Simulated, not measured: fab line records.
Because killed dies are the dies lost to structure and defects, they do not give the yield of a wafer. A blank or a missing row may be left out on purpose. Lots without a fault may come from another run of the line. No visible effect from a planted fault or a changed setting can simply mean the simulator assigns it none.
Matching of chambers | flow n5 finfet | N5_BEOL_M7_CMP_52 on cmp-01: 4 sister chambers
The step polishes, stops on SiCOH lowk, t overpolish 6.9 s, target thk 80 nm. 8 wafers are shown with their chamber, then 11 later ones without.

## WAFERS PAIRED WITH THEIR CHAMBERS
wafer  | chamber | motor current A (A) | barrier field endpoint s (s)
L081.5 | 1       | 6.0                 | 29.9
L078.4 | 3       | 6.0                 | 28.3
L084.1 | 3       | 5.8                 | 28.5
L084.3 | 0       | 7.3                 | 29.2
L086.1 | 2       | 6.2                 | 28.3
L086.4 | 0       | 7.2                 | 28.9
L086.5 | 1       | 6.0                 | 29.2
L090.1 | 2       | 7.0                 | 27.5

## WAFERS MISSING THEIR CHAMBER
wafer  | motor current A (A) | barrier field endpoint s (s)
L090.2 | 7.1                 | 28.6
L090.5 | 5.4                 | 28.7
L095.2 | 6.0                 | 30.0
L095.4 | 5.9                 | 29.1
L095.5 | 6.2                 | 28.9
L096.1 | 6.2                 | 27.8
L096.5 | 6.5                 | 28.4
L096.6 | 5.7                 | 29.5
L097.1 | 6.6                 | 28.5
L097.2 | 5.7                 | 27.7
L097.3 | 5.9                 | 29.2

## WHICH CHAMBER EACH WENT THROUGH
wafer  | from the rows above               | in truth
L090.2 | can't be placed: 0 or 2           | 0
L090.5 | can't be placed: 3 or 1           | 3
L095.2 | 1                                 | 1
L095.4 | can't be placed: 1 or 3           | 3
L095.5 | can't be placed: 3 or 1 or 2 or 0 | 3
L096.1 | can't be placed: 2 or 3           | 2
L096.5 | can't be placed: 2 or 3 or 0      | 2
L096.6 | can't be placed: 1 or 3           | 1
L097.1 | can't be placed: 2 or 3 or 0 or 1 | 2
L097.2 | can't be placed: 3 or 2           | 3
L097.3 | can't be placed: 1 or 3           | 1
1 of 11 placed correctly. From these rows, 10 cannot be placed; in 10 the true chamber is one of the candidates. Wrongly placed: 0.
How it was worked out, from the rows above alone: a wafer's distance from a chamber is the root of the sum, over the readings, of the square of ((its reading less the chamber's mean) divided by the reading's scatter). If the next closest chamber is less than 2 further off than the closest, the wafer can't be placed; otherwise it belongs to the closest. A chamber's mean is the mean of its shown wafers. The scatter is the square root of a quotient: the sum, over the shown wafers, of each reading's squared deviation from its chamber's mean, divided by wafers minus chambers.
